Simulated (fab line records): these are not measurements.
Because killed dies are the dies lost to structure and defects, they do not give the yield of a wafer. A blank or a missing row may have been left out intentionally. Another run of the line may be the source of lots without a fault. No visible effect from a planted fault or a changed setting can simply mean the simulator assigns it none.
Matching of chambers :: flow n5_finfet :: N5_FIN_SAQP_ETCH_67 on rie_diel-01 has 4 sister chambers
The step etches SiNx in CH3F/O2, target depth 30 nm. 8 wafers are shown with their chamber, then 12 later ones without.

== WAFERS WITH THEIR CHAMBER ==
wafer: L084.6
chamber: 1
drypump_motor_current_A (A): 5.2
rf_vpp_V (V): 301

wafer: L090.2
chamber: 0
drypump_motor_current_A (A): 4.9
rf_vpp_V (V): 302

wafer: L090.3
chamber: 1
drypump_motor_current_A (A): 5.3
rf_vpp_V (V): 302

wafer: L091.3
chamber: 0
drypump_motor_current_A (A): 4.9
rf_vpp_V (V): 303

wafer: L091.5
chamber: 3
drypump_motor_current_A (A): 4.9
rf_vpp_V (V): 294

wafer: L092.2
chamber: 2
drypump_motor_current_A (A): 6.4
rf_vpp_V (V): 305

wafer: L092.5
chamber: 3
drypump_motor_current_A (A): 4.9
rf_vpp_V (V): 295

wafer: L092.6
chamber: 2
drypump_motor_current_A (A): 6.4
rf_vpp_V (V): 305

== WAFERS WITHOUT THEIR CHAMBER ==
wafer: L094.1
drypump_motor_current_A (A): 4.9
rf_vpp_V (V): 304

wafer: L094.5
drypump_motor_current_A (A): 4.9
rf_vpp_V (V): 294

wafer: L094.6
drypump_motor_current_A (A): 4.9
rf_vpp_V (V): 303

wafer: L095.2
drypump_motor_current_A (A): 6.4
rf_vpp_V (V): 306

wafer: L095.3
drypump_motor_current_A (A): 4.9
rf_vpp_V (V): 294

wafer: L095.5
drypump_motor_current_A (A): 4.9
rf_vpp_V (V): 295

wafer: L096.1
drypump_motor_current_A (A): 4.9
rf_vpp_V (V): 294

wafer: L096.3
drypump_motor_current_A (A): 6.4
rf_vpp_V (V): 304

wafer: L096.5
drypump_motor_current_A (A): 6.4
rf_vpp_V (V): 306

wafer: L097.1
drypump_motor_current_A (A): 5.3
rf_vpp_V (V): 301

wafer: L097.2
drypump_motor_current_A (A): 4.9
rf_vpp_V (V): 302

wafer: L097.3
drypump_motor_current_A (A): 6.4
rf_vpp_V (V): 305

== WHICH CHAMBER EACH ONE RAN IN ==
wafer: L094.1
from the rows above: 0
in truth: 0

wafer: L094.5
from the rows above: 3
in truth: 3

wafer: L094.6
from the rows above: 0
in truth: 0

wafer: L095.2
from the rows above: 2
in truth: 2

wafer: L095.3
from the rows above: 3
in truth: 3

wafer: L095.5
from the rows above: 3
in truth: 3

wafer: L096.1
from the rows above: 3
in truth: 3

wafer: L096.3
from the rows above: 2
in truth: 2

wafer: L096.5
from the rows above: 2
in truth: 2

wafer: L097.1
from the rows above: 1
in truth: 1

wafer: L097.2
from the rows above: 0
in truth: 0

wafer: L097.3
from the rows above: 2
in truth: 2
Correctly placed: 12 of 12. Left unplaced by these rows: 0. 0 placed wrongly.
How it was worked out, from the rows above alone: a wafer's distance from a chamber is the root of the sum, over the readings, of the square of ((its reading less the chamber's mean) divided by the reading's scatter). The wafer belongs to the nearest chamber; if the next one is less than 2 further off, it can't be placed. The mean given for a chamber averages the wafers shown for that chamber. The scatter: take each reading less its chamber's mean, square it, sum over the shown wafers, divide by the number of wafers less the number of chambers, and take the root.
